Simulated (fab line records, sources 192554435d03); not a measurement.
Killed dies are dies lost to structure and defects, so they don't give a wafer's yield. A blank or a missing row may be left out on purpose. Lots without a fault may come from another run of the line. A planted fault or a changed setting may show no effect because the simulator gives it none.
fab line records | flow n5_finfet
record lots=3 wafers=9 last_day=17
route steps=1938 shown BEOL_M3@931 BEOL_M4@1111 PASSIVATION@1936
lots that met no fault: from a run of the same line without faults
start_h: hours from the record's first day to the start of the lot's first wafer shown | wait_h: hours since the lot's step before | " the same as in the row above | L1.1+2: a row that stands for several wafers | - no value, or no start given | * or withheld: withheld | < > ~ a bound
route shown NAME@n: a module of which the file shows steps, and the number in the route of the first | usual: mean/standard deviation of fault-free wafers | same: alike in all rows | chamber/n: place in a boat | sites: the reading at each site | _std_site: their standard deviation | _edge_site: outer sites' mean less inner sites' | radius_mm: how far each site lies from the wafer's centre | mask NAME#n: copy n | behind: the tool/chamber that last shaped the wafer | hold: why the lot was held/for how many hours/how that ended | device: the transistor (n, p or np) that didn't switch | end of line: the same wafers' tests at the end of the route | a step without rows: its recipe alone | killed: dies lost to structure and defects at the first sort, not the wafer's yield | map: a wafer's dies, x killed, . not, _ none there
set.NAME: the setting as run; set.NAME@STEP: as run at that earlier step | model.NAME: the simulator's own value behind a step, which no gauge read
lots at some steps of the route; a table a step, a row a wafer
services: from which hour (start_h, from the record's first day; less than 0 if before it) a tool's chamber was out of use, for how many hours, and why
## steps
# step N5_BEOL_M3_ILD_DEP_00
# recipe material=SiOC target_thk_a=790 temp_c=350 precursor=DEMS/O2 pressure_torr=5 rf_w=500 time_s=15.3
# step N5_BEOL_M3_PECVD_72
# recipe material=SiO2 target_thk_a=160 temp_c=400 precursor=TEOS/O2 pressure_torr=5.5 rf_w=450 teos_flow_sccm=53.8 gas=O2 flow_sccm=3000 time_s=18
# step N5_BEOL_M3_HM_DEP_02
# recipe material=TiN target_thk_a=200 temp_c=25 chamber_pressure_pa=0.49996
# step N5_BEOL_M3_COAT_61
# recipe resist=SOC temp_c=250 time_s=60 spin_rpm=1500 resist_thk_nm=60
# step N5_BEOL_M3_COAT_62
# recipe resist=SiARC temp_c=220 time_s=60 spin_rpm=1500 resist_thk_nm=12
# step N5_BEOL_M3_COAT_73
# recipe resist=underlayer temp_c=205 time_s=60 spin_rpm=1500 resist_thk_nm=5
# step N5_BEOL_M3_COAT_05
# recipe resist=CAR-EUV spin_rpm=1500 resist_thk_nm=30
# step N5_BEOL_M3_EBR_07
# recipe solvent=PGMEA ebr_width_mm=1.5
# step N5_BEOL_M3_SOFTBAKE_06
# recipe temp_c=110 time_s=60 resist=CAR-EUV
# step N5_BEOL_M3_EXPOSE_08
# recipe mask_id=M3 na=0.33 source_shape=dipole sigma_inner=0.369 sigma_outer=0.767 polarization=unpolarized dose_mj=33
# usual exposure_dose_mJ_cm2=33.04/0.25
# columns lot.wafer tool chamber start_h wait_h mask exposure_dose_mJ_cm2
L603.1 euv_scanner-02 0 165.10 - M3#0 32.93
L603.2 " 0 " " M3#0 32.88
L603.4 " 0 " " M3#0 32.87
L616.3 euv_scanner-02 0 245.56 - M3#0 34.06
L616.4 " 0 " " M3#0 34.05
L616.5 " 0 " " M3#0 34.08
L619.2 euv_scanner-01 0 266.79 - M3#0 33.37
L619.3 " 0 " " M3#0 33.33
L619.6 " 0 " " M3#0 33.40
# step N5_BEOL_M3_PEB_09
# recipe peb_temp_c=100 peb_time_s=60 resist=CAR-EUV
# step N5_BEOL_M3_DEVELOP_10
# recipe develop_time_s=30 developer=TMAH resist=CAR-EUV rinse_liquid=surfactant_rinse dry=air_spin dev_temp_c=23
# step N5_BEOL_M3_CD_MEAS_11
# recipe target_cd_nm=17.05 landing_energy_ev=500 detector=se_inlens polarity=opening
# usual cd_nm=17.13/0.25
# columns lot.wafer tool chamber start_h wait_h cd_nm
L603.1 cd_sem-03 0 165.22 - 17.36
L603.2 " 0 " " 17.03
L603.4 " 0 " " 16.92
L616.3 cd_sem-02 0 245.68 - 18.25
L616.4 " 0 " " 18.19
L616.5 " 0 " " 17.91
L619.2 cd_sem-02 0 266.91 - 17.16
L619.3 " 0 " " 17.20
L619.6 " 0 " " 16.59
# step N5_BEOL_M3_DESCUM_16
# recipe chemistry=O2 time_s=7 source_power_w=50 bias_power_w=20 pressure_mtorr=20 rf_frequency_hz=2.712e+07 temp_c=40 resist=CAR-EUV o2_flow_sccm=225
# step N5_BEOL_M3_ETCH_74
# recipe chemistry=N2/H2 target=underlayer target_depth_a=65 mask_material=CAR-EUV time_s=5.2 ion_energy_ev=200 pressure_mtorr=30 source_w=840 bias_w=150 n2_flow_sccm=200 h2_flow_sccm=200 ends=cleared
# usual bias_w=150.0/0.44 drypump_motor_current_A=5.6/0.44 etch_rf_on_time_s=5.17/0.13 n2_flow_sccm=200.0/0.61 oes_product_au=0.66/0.075 rf_vpp_V=525/3.3 showerhead_plenum_p_Torr=2.56/0.1 throttle_valve_pct=17.90/0.26
# columns lot.wafer tool chamber start_h wait_h bias_w drypump_motor_current_A etch_rf_on_time_s n2_flow_sccm oes_product_au rf_hours_counter_h rf_vpp_V showerhead_plenum_p_Torr throttle_valve_pct model.BEOL_M3.cd_offset_nm
L603.1 rie_diel-06 0 166.09 0.0 150.1 5.6 5.34 199.7 0.61 188 528 2.62 18.03 0.2
L603.2 " 2 " " 149.4 4.8 5.06 199.8 0.83 8 529 2.71 17.64 0
L603.4 " 3 " " 149.9 6.2 5.01 199.8 0.62 227 523 2.50 17.95 0
L616.3 rie_diel-06 0 245.84 0.0 149.6 5.6 5.32 200.3 0.61 212 525 2.61 18.08 1
L616.4 " 1 " " 150.8 5.5 5.11 200.6 0.66 - 519 2.36 17.90 0.8
L616.5 " 2 " " 150.0 4.8 5.02 201.0 0.76 - 526 2.70 17.68 0.6
L619.2 rie_diel-06 2 267.27 0.0 150.1 4.8 5.12 200.3 0.75 39 528 2.70 17.67 0
L619.3 " 0 " " 149.7 5.6 5.34 200.6 0.59 219 524 2.61 18.10 0.4
L619.6 " 2 " " 150.2 4.8 5.08 199.7 0.74 - 530 2.70 17.68 -0.2
# step N5_BEOL_M3_ETCH_63
# recipe chemistry=CF4 target=SiARC target_depth_a=156 mask_material=CAR-EUV time_s=26 ion_energy_ev=80 pressure_mtorr=40 source_w=545 bias_w=36 Ar_flow_sccm=100 cf4_flow_sccm=100 ends=cleared
# step N5_BEOL_M3_ETCH_64
# recipe chemistry=N2/H2 target=SOC target_depth_a=750 overetch_a=150 mask_material=SiARC temp_c=40 time_s=112.5 ion_energy_ev=200 pressure_mtorr=30 source_w=840 bias_w=150 n2_flow_sccm=200 h2_flow_sccm=200
# step N5_BEOL_M3_STRIP_65
# recipe chemistry=N2/H2 temp_c=40 n2_flow_sccm=200 h2_flow_sccm=200 rf_frequency_hz=6e+07
# step N5_BEOL_M3_STRIP_75
# recipe chemistry=N2/H2 temp_c=40 n2_flow_sccm=200 h2_flow_sccm=200 rf_frequency_hz=6e+07
# step N5_BEOL_M3_STRIP_66
# recipe chemistry=CF4 resist=SiARC power_w=300 bias_power_w=75 pressure_mtorr=50 cf4_flow_sccm=150 rf_frequency_hz=6e+07
# step N5_BEOL_M3_HM_OPEN_17
# recipe chemistry=Cl2/BCl3 target_depth_a=200 overetch_a=60 target=TiN mask_material=SOC ion_energy_ev=150 pressure_mtorr=10 icp_w=1000 bias_w=126 Cl2_flow_sccm=53.25 bcl3_flow_sccm=21.75 Ar_flow_sccm=25
# usual bias_w=126.0/0.36 drypump_motor_current_A=5.8/0.42 mfc_cl2_sccm=53.24/0.16 oes_product_au=0.61/0.07 throttle_valve_pct=22.30/0.23
# columns lot.wafer tool chamber start_h wait_h bias_w drypump_motor_current_A mfc_cl2_sccm oes_product_au rf_hours_counter_h throttle_valve_pct model.BEOL_M3.cd_offset_nm
L603.1 rie_metal-01 0 166.30 0.0 126.0 6.1 53.29 0.54 106 22.49 0.2
L603.2 " 1 " " 126.5 5.9 53.21 0.61 72 21.95 0
L603.4 " 0 " " 125.9 6.1 53.35 0.54 - 22.49 0.2
L616.3 rie_metal-02 1 246.08 0.1 125.3 5.1 53.43 0.60 - 22.56 0.6
L616.4 " 0 " " 126.1 5.7 53.14 0.81 - 21.99 1.2
L616.5 " 1 " " 125.6 5.1 53.29 0.60 - 22.56 0.6
L619.2 rie_metal-01 0 267.48 0.0 125.5 6.1 53.32 0.53 116 22.51 0.2
L619.3 " 0 " " 125.8 6.1 53.29 0.53 - 22.50 0
L619.6 " 0 " " 125.9 6.1 53.37 0.54 - 22.50 -0.4
# step N5_BEOL_M3_STRIP_19
# recipe chemistry=O2 power_w=400 temp_c=40 pressure_mtorr=30 rf_frequency_hz=6e+07 bias_power_w=0 overash_fraction=0.2 o2_flow_sccm=225
# step N5_BEOL_M3_COAT_67
# recipe resist=SOC temp_c=250 time_s=60 spin_rpm=1500 resist_thk_nm=60
# step N5_BEOL_M3_COAT_68
# recipe resist=SiARC temp_c=220 time_s=60 spin_rpm=1500 resist_thk_nm=12
# step N5_BEOL_M3_COAT_76
# recipe resist=underlayer temp_c=205 time_s=60 spin_rpm=1500 resist_thk_nm=5
# step N5_BEOL_M3_COAT_22
# recipe resist=CAR-EUV spin_rpm=1500 resist_thk_nm=30
# step N5_BEOL_M3_EBR_24
# recipe solvent=PGMEA ebr_width_mm=1.5
# step N5_BEOL_M3_SOFTBAKE_23
# recipe temp_c=110 time_s=60 resist=CAR-EUV
# step N5_BEOL_M3_EXPOSE_25
# recipe mask_id=V2 na=0.33 source_shape=quasar sigma_inner=0.2 sigma_outer=0.8 polarization=unpolarized defocus_nm=5 dose_mj=63
# step N5_BEOL_M3_PEB_26
# recipe peb_temp_c=100 peb_time_s=60 resist=CAR-EUV
# step N5_BEOL_M3_DEVELOP_27
# recipe develop_time_s=30 developer=TMAH resist=CAR-EUV rinse_liquid=surfactant_rinse dry=air_spin dev_temp_c=23
# step N5_BEOL_M3_DESCUM_33
# recipe chemistry=O2 time_s=7 source_power_w=50 bias_power_w=20 pressure_mtorr=20 rf_frequency_hz=2.712e+07 temp_c=40 resist=CAR-EUV o2_flow_sccm=225
# step N5_BEOL_M3_ETCH_77
# recipe chemistry=N2/H2 target=underlayer target_depth_a=65 mask_material=CAR-EUV time_s=5.2 ion_energy_ev=200 pressure_mtorr=30 source_w=840 bias_w=150 n2_flow_sccm=200 h2_flow_sccm=200 ends=cleared
# step N5_BEOL_M4_RC_MEAS_101
# usual DIBL_N=35.9/1.8 DIBL_P=36.2/2 IOFF_N=0.16/0.031 IOFF_P=0.22/0.041 ION_N=676/11 ION_P=465/8.5 SS_N=71.4/0.64 SS_P=73.2/0.7 VT_N=250/3.5 VT_P=-250/3.9
# columns lot.wafer tool chamber start_h wait_h DIBL_N[mV/V] DIBL_P[mV/V] IOFF_N[nA/um] IOFF_P[nA/um] ION_N[uA/um] ION_P[uA/um] SS_N[mV/dec] SS_P[mV/dec] VT_N[mV] VT_P[mV]
L603.1 prober-02 0 188.71 0.0 34.4 35.2 0.13 0.18 674 464 71.2 72.7 254 -251
L603.2 " 0 " " 30.5 31.1 0.08 0.13 646 454 70.4 71.8 260 -251
L603.4 " 0 " " 35.5 37.5 0.16 0.21 665 466 71.9 74.1 251 -247
L616.3 prober-01 0 266.87 0.3 35.1 33.6 0.14 0.18 674 462 70.8 73.1 248 -253
L616.4 " 0 " " 39.2 38.3 0.22 0.27 686 463 72.9 74.2 245 -247
L616.5 " 0 " " 35.3 33.9 0.14 0.19 664 452 71.1 72.4 249 -250
L619.2 prober-01 0 290.82 0.2 35.4 36.4 0.14 0.21 672 464 72.2 72.8 253 -250
L619.3 " 0 " " 37.2 38.7 0.18 0.26 674 469 72.0 74.0 250 -249
L619.6 " 0 " " 37.8 38.9 0.17 0.27 671 467 71.5 73.6 250 -249
# step N5_PASSIVATION_PROBE_49
# usual defect_limited_yield=91.3/1.3 killed_at_M0_to_M3=35/9.3 killed_at_M4_up=14/5.2 killed_at_contacts=12/5.9 killed_at_front_end=38/11 killed_at_other=4/3.7 killed_dies=103/15 killed_on_rim=14/4 killed_open=67/12 killed_short=34/8 sort_bin_5_function=5.1/0.88 sort_bin_6_memory=3.3/0.65 sort_bin_8_speed=0.00/0.03 sort_n_pass=1077/15 sort_yield_pct=91.3/1.3
# same gross_dies=1180 killed_at_back_side=0 sort_bin_4_leakage[%]=0
# columns lot.wafer tool chamber start_h wait_h defect_limited_yield[%] killed_at_M0_to_M3 killed_at_M4_up killed_at_contacts killed_at_front_end killed_at_other killed_dies killed_on_rim killed_open killed_short sort_bin_5_function[%] sort_bin_6_memory[%] sort_bin_8_speed[%] sort_n_pass sort_yield_pct[%]
L616.3 prober-02 - 382.68 0.1 85.3 128 7 7 29 3 174 23 45 28 8.6 5.6 0 1006 85.3
L616.4 prober-02 - 382.73 0.2 81.3 143 23 19 33 3 221 36 89 31 10.5 7.9 0 959 81.3
L616.5 prober-02 - 382.78 0.2 81.0 139 9 14 59 3 224 19 79 51 11.5 6.4 0 956 81.0
# killed by level:class
L616.3 BEOL_M3:area_expose=98 STI_FIN_REVEAL:geometric_particle:open=10 BEOL_M0_SAQP:geometric_particle:short=9 BEOL_M0_SAQP:geometric_particle:open=8 MOL_CONTACT_COAG:geometric_particle:open=5 BEOL_M0:geometric_particle:short=5 FIN_SAQP:geometric_particle:short=4 BEOL_M2:geometric_particle:open=4
L616.4 BEOL_M3:area_expose=99 MOL_CONTACT_COAG:geometric_particle:open=18 BEOL_M0_SAQP:geometric_particle:open=15 BEOL_M0_SAQP:geometric_particle:short=10 STI_FIN_REVEAL:geometric_particle:open=8 BEOL_M1:geometric_particle:open=8 BEOL_M4:geometric_particle:open=8 BEOL_M5:geometric_particle:open=7
L616.5 BEOL_M3:area_expose=92 STI_FIN_REVEAL:geometric_particle:open=16 BEOL_M0_SAQP:geometric_particle:short=16 FIN_SAQP:geometric_particle:open=12 MOL_CONTACT_COAG:geometric_particle:open=12 BEOL_M3:geometric_particle:open=12 FIN_SAQP:geometric_particle:short=8 BEOL_M0_SAQP:geometric_particle:open=6
# map L616.5 (x killed, . not)
_________________.........x..________________
______________.x.x...x........x._____________
___________.....x.............x....__________
__________x.......xx.x........x....._________
________.....x..x....................._______
_______.....x........x..............x..______
______.x..x.xx.xx.............x...x....._____
_____......x.xx.....x.....x..x..x.....x..____
____...x.....x.......xx.....xx.........x..___
___...x.........x..x.........xxx.x.x...x...__
___....xx.....x..x.x.......................__
__...................x....x....x.......x...._
__.......xx..x..x..x...x........xx.......x.._
_.x.xx....x.................x....x.x.x.......
_...x....x..x....x..x..x.....xx..xx......x...
_...x..........x..x....x..........x..........
_.....x..x...xxx.....xx............x.........
_........x..x.xxx..x..........x....x.......x.
_......x.......x.x..xx..x...x...x.xxx........
_.x...x..xx.x.....x.x..x.....x.........x.xx..
_.x..x.......x...x...x..x.....x.x....x..x....
__..x...xx....x.......x...x.xx.....x.....x.._
__....xx..x............x..x..........x.....x_
___.x..x..............xxx.x..x.x.x.x.x...x.__
___....x...x..............x..x.......x.x...__
____.x.x...x........xxx..x...............x___
_____......x...x..................xxx....____
______.x..x...x.x...xx..xx.....xx......x_____
_______..........x..x........xx.x...x..______
________..x.......x............x......_______
__________.............x....x.x....._________
___________...x.x....xx..x.........__________
______________.xxxx.x.....x..x.._____________
_________________............________________
# map L603.1 (x killed, . not)
_________________............________________
______________.............x...._____________
___________...x.....x.............x__________
__________......x...........x......._________
________....x.x..................x...._______
_______x......x.....................x..______
______....x.x...x....x..........x...x.xx_____
_____.....x..............................____
____....x...............................x.___
___x......x...............x..........x.x...__
___........x.....x.....x..x.......x........__
__...x.................................x...._
__.x......x............................x...._
_x.xx..........x...x.x........x..x.......x...
_.x.x..x.x..x...............x............x.x.
_...x.............x....x.x................x..
_..............................x........x....
_.x......x.x........................x........
_.........x...........................x......
_.........................x.............x....
_..x...............x...................x....x
__..........x.....................xx........_
__...x....................x...........xx...._
___..xx...............x....................__
___....x..............x.......x.x..........__
____.x.....x.......x......................___
_____..........x..........x.........x....____
______x.x..x..x.x.........x.....x......._____
_______.....x..x.....x.................______
________.....................x........_______
__________.......x...x..x..........._________
___________........................__________
______________....x........x..x._____________
_________________..x..x......________________
## services
# columns tool chamber start_h hours kind
rie_diel-06 - 151.78 0.2 repair
euv_scanner-01 - 160.24 4.6 pm
euv_scanner-01 - 168.56 1.0 pm
rie_metal-02 - 176.93 2.8 pm
euv_scanner-02 - 179.61 1.0 pm
rie_metal-02 0 181.74 5.7 repair
rie_metal-02 1 183.45 6.3 repair
rie_metal-02 0 218.21 - clean
rie_metal-02 0 218.21 22.4 scheduled_down
rie_metal-02 0 218.21 22.4 vent_cycle
euv_scanner-01 - 224.75 1.0 pm
euv_scanner-01 0 230.91 - calibration
euv_scanner-02 - 235.76 1.0 pm
rie_metal-01 - 242.66 2.8 pm
rie_diel-06 3 242.81 - clean
rie_diel-06 3 242.81 - consumable_replace:focus_ring
rie_diel-06 3 242.81 17.0 scheduled_down
rie_diel-06 3 242.81 17.0 vent_cycle
euv_scanner-01 - 254.81 5.8 pm
euv_scanner-02 - 262.30 4.6 pm
## key
first_sign step=N5_BEOL_M3_EXPOSE_08 reading=exposure_dose_mJ_cm2 direction=up sigmas=4.1 usual=33.04 struck=34.06
effect step=N5_BEOL_M3_CD_MEAS_11 reading=cd_nm direction=up sigmas=3.9 usual=17.13 struck=18.12
effect step=N5_PASSIVATION_PROBE_49 reading=killed_at_M0_to_M3 direction=up sigmas=11 usual=35 struck=137
model_effect step=N5_BEOL_M3_ETCH_74 value=BEOL_M3.cd_offset_nm without=0.06667 struck=0.8
model_effect step=N5_BEOL_M3_HM_OPEN_17 value=BEOL_M3.cd_offset_nm without=0 struck=0.8
more_kills_born_at N5_BEOL_M3_EXPOSE_08@euv_scanner-02=289
met_at N5_BEOL_M3_EXPOSE_08
struck_wafers L616.3,L616.4,L616.5
onset_between 165.10 245.56
fault kind=process_parameter_drift tool=euv_scanner-02 chamber=- onset_h=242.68 steps=N5_BEOL_M3_EXPOSE_08 channel=dose_mj offset=1.2099 shape=step acts_in=these_recipes_only stated=33
